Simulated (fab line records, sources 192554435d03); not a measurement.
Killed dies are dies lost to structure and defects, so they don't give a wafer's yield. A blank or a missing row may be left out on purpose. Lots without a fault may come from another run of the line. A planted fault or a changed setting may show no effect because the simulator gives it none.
Chamber matching | flow n5_finfet | N5_BEOL_M0_DEP_125 on pecvd-03: 3 sister chambers
The step deposits SiCN from 3MS/NH3, target thk 8 nm, time 14 s. 3 wafers are shown with their chamber, then 7 later ones without.

WAFERS WITH THEIR CHAMBER
wafer  | chamber | showerhead_plenum_p_Torr (Torr)
L084.6 | 2       | 3.662
L087.1 | 1       | 3.642
L087.4 | 0       | 3.675

WAFERS WITHOUT THEIR CHAMBER
wafer  | showerhead_plenum_p_Torr (Torr)
L087.5 | 3.667
L088.1 | 3.678
L088.3 | 3.675
L088.6 | 3.673
L095.2 | 3.644
L095.3 | 3.665
L095.5 | 3.670

WHICH CHAMBER EACH WENT THROUGH
wafer  | from the rows above     | in truth
L087.5 | can't be placed: 2 or 0 | 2
L088.1 | 0                       | 0
L088.3 | 0                       | 0
L088.6 | 0                       | 0
L095.2 | 1                       | 1
L095.3 | 2                       | 2
L095.5 | can't be placed: 0 or 2 | 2
Placed correctly: 5 of 7. Can't be placed from these rows: 2 (the true chamber is among the candidates in 2). Placed wrongly: 0.
How it was worked out, from the rows above alone: a wafer's distance from a chamber is the root of the sum, over the readings, of the square of ((its reading less the chamber's mean) divided by the reading's scatter). The wafer belongs to the nearest chamber; if the next one is less than 2 further off, it can't be placed. A chamber's mean is the mean of its shown wafers. The scatter: with one shown wafer a chamber, the root of the mean of the squares of how far each hidden wafer lies from its nearest shown one.
